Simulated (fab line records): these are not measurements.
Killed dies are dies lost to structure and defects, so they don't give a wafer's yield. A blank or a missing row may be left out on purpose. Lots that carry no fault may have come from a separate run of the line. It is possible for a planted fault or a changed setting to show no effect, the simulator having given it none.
A single fault, viewed from 2 desks ; flow n5-finfet ; numbers are kept per desk, each desk with only its own; the story behind them comes last

## AT THE TOOL OWNER'S DESK: wet-bench-02
The tool's own readings at N5_DUMMY_GATE_PRECLEAN_46 (cleans in DIW, time 89.5 s): means of the sampled wafers that have a number, for each lot that ran on this tool. Any lot whose mean is over 4 standard deviations away from the usual mean is out of limits and marked OUT; that distance is given in the brackets.
Columns: A = temp-c at N5_DUMMY_GATE_PRECLEAN_46, usual 23.01 C
lot;first seen here;A
L736;day 3 07:02;23.04
L737;day 3 11:08;22.89
L744;day 5 07:55;23.04
This desk's verdict: no lot among the 3 shows anything out of limits.

## THE METROLOGY DESK
Lot by lot, what the gauges showed, no matter which tool ran the lot: averages of those sampled wafers that carry a number. Any lot whose mean is over 4 standard deviations away from the usual mean is out of limits and marked OUT; that distance is given in the brackets.
Columns: A = PASS_OPEN_OVL at N5_PASSIVATION_OVL_MEAS_66, usual 3 nm
lot;first seen here;A
L734;day 12 02:39;0
L735;day 12 11:14;4
L737;day 13 09:58;1
L736;day 13 11:07;-9
L738;day 13 12:13;1
L744;day 16 08:54;9
L752;day 17 10:45;9
L753;day 17 15:55;1
L754;day 18 00:13;2
L755;day 18 04:22;8
L757;day 18 08:20;-4
L756;day 18 13:17;2
This desk's verdict: no lot among the 12 shows anything out of limits.

## PUT TOGETHER
Nothing out of limits was seen by the tool owner's desk.
Metrology desk: nothing out of limits seen.

## WHAT THE SIMULATOR HAD INSERTED
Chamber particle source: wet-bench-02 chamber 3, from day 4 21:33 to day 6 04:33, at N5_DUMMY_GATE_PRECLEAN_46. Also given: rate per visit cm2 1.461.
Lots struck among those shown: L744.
